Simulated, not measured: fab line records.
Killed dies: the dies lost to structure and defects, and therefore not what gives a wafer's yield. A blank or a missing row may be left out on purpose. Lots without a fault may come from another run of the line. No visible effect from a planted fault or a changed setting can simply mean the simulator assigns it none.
Chamber matching :: flow nand-harc :: NHARC_P_M1_ETCH_35 on rie-diel-13 has 4 sister chambers
The step etches the open film in N2/H2, target depth 40 nm, overetch 12 nm, time 43.94 s. 8 wafers are shown with their chamber, then 7 later ones without.

## EACH WAFER AND ITS CHAMBER
wafer: L777.3
chamber: 0
showerhead-plenum-p-Torr (Torr): 1.99
drypump-motor-current-A (A): 6.3

wafer: L789.5
chamber: 2
showerhead-plenum-p-Torr (Torr): 2.10
drypump-motor-current-A (A): 5.4

wafer: L789.6
chamber: 1
showerhead-plenum-p-Torr (Torr): 1.97
drypump-motor-current-A (A): 5.1

wafer: L791.3
chamber: 2
showerhead-plenum-p-Torr (Torr): 2.10
drypump-motor-current-A (A): 5.4

wafer: L791.4
chamber: 3
showerhead-plenum-p-Torr (Torr): 1.99
drypump-motor-current-A (A): 5.7

wafer: L791.6
chamber: 1
showerhead-plenum-p-Torr (Torr): 1.97
drypump-motor-current-A (A): 5.1

wafer: L795.1
chamber: 3
showerhead-plenum-p-Torr (Torr): 1.99
drypump-motor-current-A (A): 5.7

wafer: L795.3
chamber: 0
showerhead-plenum-p-Torr (Torr): 1.98
drypump-motor-current-A (A): 6.4

## WAFERS WHOSE CHAMBER IS MISSING
wafer: L795.6
showerhead-plenum-p-Torr (Torr): 1.98
drypump-motor-current-A (A): 6.3

wafer: L798.2
showerhead-plenum-p-Torr (Torr): 1.98
drypump-motor-current-A (A): 6.3

wafer: L798.3
showerhead-plenum-p-Torr (Torr): 1.97
drypump-motor-current-A (A): 5.1

wafer: L798.4
showerhead-plenum-p-Torr (Torr): 1.99
drypump-motor-current-A (A): 5.7

wafer: L800.1
showerhead-plenum-p-Torr (Torr): 1.99
drypump-motor-current-A (A): 5.7

wafer: L800.5
showerhead-plenum-p-Torr (Torr): 1.97
drypump-motor-current-A (A): 5.1

wafer: L800.6
showerhead-plenum-p-Torr (Torr): 2.09
drypump-motor-current-A (A): 5.4

## WHICH CHAMBER EACH WENT THROUGH
wafer: L795.6
from the rows above: 0
in truth: 0

wafer: L798.2
from the rows above: 0
in truth: 0

wafer: L798.3
from the rows above: 1
in truth: 1

wafer: L798.4
from the rows above: 3
in truth: 3

wafer: L800.1
from the rows above: 3
in truth: 3

wafer: L800.5
from the rows above: 1
in truth: 1

wafer: L800.6
from the rows above: 2
in truth: 2
Correctly placed: 7 of 7. Left unplaced by these rows: 0. 0 placed wrongly.
How it was worked out, from the rows above alone: a wafer's distance from a chamber is the root of the sum, over the readings, of the square of ((its reading less the chamber's mean) divided by the reading's scatter). The wafer belongs to the nearest chamber; if the next one is less than 2 further off, it can't be placed. A chamber's mean is the mean of its shown wafers. The scatter: take each reading less its chamber's mean, square it, sum over the shown wafers, divide by the number of wafers less the number of chambers, and take the root.
